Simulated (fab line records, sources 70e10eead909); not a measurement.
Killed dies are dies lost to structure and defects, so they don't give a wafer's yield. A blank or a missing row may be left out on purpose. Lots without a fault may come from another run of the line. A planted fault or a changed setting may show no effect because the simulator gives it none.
A struck lot beside a sound one | flow nand_harc | 39 steps out of a route of 1159
Sound: wafers L908.2, L908.3, L908.6. Struck: wafer L896.2. (L896.3, L896.5 of the same lot were not struck and are left out.) The cause comes at the end.
At each step with rows: each side's tool, then ch and its chambers, then its first start. Under that, the readings that differ: sound wafers | struck wafers | difference of the means | sigmas: that difference in standard deviations of wafers without a fault.
alike: readings whose means differ by less than 2 such deviations, and words and numbers that are the same on both sides. not compared: withheld readings, readings that some wafer has no value for, bounds like >300 that may hide the same value, and numbers for which the record gives no deviation and whose values overlap.
The two part at a step that has a row with sigmas, a row that says differs or no value, or rows on one side only. Numbers that don't overlap but have no deviation are shown without sigmas and don't part them. A reading that every wafer of one side lacks parts them only if that side has two wafers or more.

first, 1 step without rows for these wafers: NHARC_P_BONDPAD_HARDBAKE_10 (time 65 s).
NHARC_P_BONDPAD_DESCUM_11: chemistry O2, time 3 s.
  sound on rie_diel-06 ch 2,3, day 10 20:31; struck on rie_diel-06 ch 0, day 8 09:55
  alike: drypump_motor_current_A, mfc_ar_sccm, o2_flow_sccm, oes_product_au, rf_vpp_V, showerhead_plenum_p_Torr, throttle_valve_pct
  not compared: rf_hours_counter_h
then, 2 steps without rows for these wafers: NHARC_P_BONDPAD_ETCH_37 (etches the open film in N2/H2, target depth 60 nm, overetch 18 nm, time 65.91 s); NHARC_P_BONDPAD_ETCH_12 (etches the open film in CHF3/O2, target depth 200 nm, time 100 s).
NHARC_P_BONDPAD_CD_MEAS_13:
  sound on cd_sem-02, day 10 20:50; struck on cd_sem-02, day 8 10:14
  alike: cd_nm
NHARC_P_BONDPAD_STRIP_15: strips in O2.
  sound on rie_diel-05 ch 0,2,3, day 10 20:54; struck on rie_diel-06 ch 1, day 8 10:19
  reading             | sound             | struck | difference | sigmas
  o2_flow_sccm (sccm) | 504.3 499.7 499.4 | 498.1  | -3.0       | -2
  alike: drypump_motor_current_A, mfc_ar_sccm, oes_product_au, rf_vpp_V, showerhead_plenum_p_Torr, throttle_valve_pct
  not compared: rf_hours_counter_h
then, 4 steps without rows for these wafers: NHARC_P_BONDPAD_ETCH_24 (etches the open film in CF4/N2, target depth 30 nm, time 72.99 s); NHARC_P_BONDPAD_STRIP_16 (strips in post etch residue remover, time 600 s); NHARC_P_BONDPAD_DEGAS_25 (time 60 s); NHARC_P_BONDPAD_PRE_CLEAN_26 (time 30 s).
NHARC_P_BONDPAD_PVD_17: deposits TaN, target thk 5 nm, time 8.06 s.
  sound on pvd_sputter-02; struck on pvd_sputter-03
  reading                | sound          | struck | difference | sigmas
  throttle_valve_pct (%) | 28.4 29.0 28.7 | 31.5   | +2.8       | +3
NHARC_P_BONDPAD_PVD_27: deposits Cu, target thk 30 nm, time 20.49 s.
  sound on pvd_sputter-02; struck on pvd_sputter-03
  reading                | sound          | struck | difference | sigmas
  throttle_valve_pct (%) | 29.6 28.9 29.7 | 31.7   | +2.3       | +2
NHARC_P_BONDPAD_ECD_18: material Cu, target thk 400 nm.
  sound on ecd_cu-02 ch 0,1, day 10 21:52; struck on ecd_cu-02 ch 0, day 8 11:16
then, 1 step without rows for these wafers: NHARC_P_BONDPAD_ANNEAL_28 (time 90 s).
NHARC_P_BONDPAD_CMP_19: polishes, t overpolish 30 s, cu recess touch 16 s, target thk 160.81 nm.
  sound on cmp-02 ch 1,2,3, day 10 22:37; struck on cmp-04 ch 0, day 8 11:56
  reading                    | sound             | struck | difference | sigmas
  slurry_filter_dp_kPa (kPa) | 13.49 13.57 13.25 | 13.74  | +0.30      | +2
  alike: motor_current_A, overpolish_run_s
then, 1 step without rows for these wafers: NHARC_P_BONDPAD_SRD_21 (time 30 s, dry time 20 s).
NHARC_P_BONDPAD_INSPECT_23:
  sound on defect_inspect-01, day 10 23:08; struck on defect_inspect-01, day 8 12:29
  alike: raw_defect_count
then, 3 steps without rows for these wafers: NHARC_P_BONDPAD_ACTIVATE_29 (chemistry N2, time 60 s); NHARC_P_BONDPAD_PRECLEAN_30 (cleans in DIW, time 300 s); NHARC_P_BONDPAD_SRD_31 (time 30 s, dry time 20 s).
NHARC_A_START_INSPECT_01:
  the record has rows for the sound wafers here (defect_inspect-01, day 10 23:36) and none for the struck ones
then, 11 steps without rows for these wafers: NHARC_A_ZERO_WELL_PRECLEAN_00 (cleans in SPM, time 600 s); NHARC_A_ZERO_WELL_SRD_01; NHARC_A_ZERO_WELL_DEHYDRATE_02 (time 120 s); NHARC_A_ZERO_WELL_HMDS_03 (time 30 s); NHARC_A_ZERO_WELL_COAT_18 (time 65 s); NHARC_A_ZERO_WELL_COAT_04 (resist thk 600 nm); NHARC_A_ZERO_WELL_SOFTBAKE_05 (time 70 s); NHARC_A_ZERO_WELL_EBR_06; NHARC_A_ZERO_WELL_EXPOSE_07 (exposes mask A ZERO); NHARC_A_ZERO_WELL_PEB_08 (peb time 80 s); NHARC_A_ZERO_WELL_DEVELOP_09 (time 50 s).
NHARC_A_ZERO_WELL_CD_MEAS_10: target cd 2000 nm.
  the record has rows for the sound wafers here (cd_sem-03 ch 0, day 11 00:27) and none for the struck ones
then, 5 steps without rows for these wafers: NHARC_A_ZERO_WELL_HARDBAKE_11 (time 65 s); NHARC_A_ZERO_WELL_DESCUM_12 (chemistry O2, time 3 s); NHARC_A_ZERO_WELL_ETCH_19 (etches the open film in N2/H2, target depth 80 nm, overetch 24 nm, time 87.88 s); NHARC_A_ZERO_WELL_ETCH_13 (etches the open film in HBr/Cl2, target depth 120 nm, time 40.1 s); NHARC_A_ZERO_WELL_STRIP_14 (strips in SPM, time 900 s).
-- the record jumps here: 13 days lie between the struck wafers' starts before and after (it left off in module A_ZERO_WELL and takes up again in module END, whose first step shown is number 1159 of the route) --
NHARC_END_SORT_01:
  sound on prober-01 ch 0, day 24 00:44; struck on prober-02 ch 0, day 21 15:34
  reading                  | sound          | struck                   | difference                   | sigmas
  hold                     | - - -          | await_dispo/8.0h/release | no value on the sound wafers |
  defect_limited_yield (%) | 95.4 95.7 97.2 | 0.1                      | -96.0                        | -69
  killed_at_periphery      | 8 3 6          | 650                      | +644                         | +99 or more
  killed_dies              | 31 29 19       | 676                      | +650                         | +69
  killed_open              | 3 2 5          | 10                       | +7                           | +4
  killed_short             | 4 3 3          | 7                        | +4                           | +3
  sort_bin_2_pct (%)       | 1.5 0.9 1.2    | 96.8                     | +95.6                        | +99 or more
  sort_n_pass              | 646 648 658    | 1                        | -650                         | -69
  sort_rim_yield_pct (%)   | 94.3 95.3 96.2 | 0.9                      | -94.4                        | -39
  sort_yield_pct (%)       | 95.4 95.7 97.2 | 0.1                      | -96.0                        | -69
  alike: killed_at_array, killed_at_other, sort_bin_3_pct, sort_bin_4_pct

WHERE THEY PART
First at NHARC_P_BONDPAD_STRIP_15; last, within this record, at NHARC_END_SORT_01.

WHY: what the simulator had put in
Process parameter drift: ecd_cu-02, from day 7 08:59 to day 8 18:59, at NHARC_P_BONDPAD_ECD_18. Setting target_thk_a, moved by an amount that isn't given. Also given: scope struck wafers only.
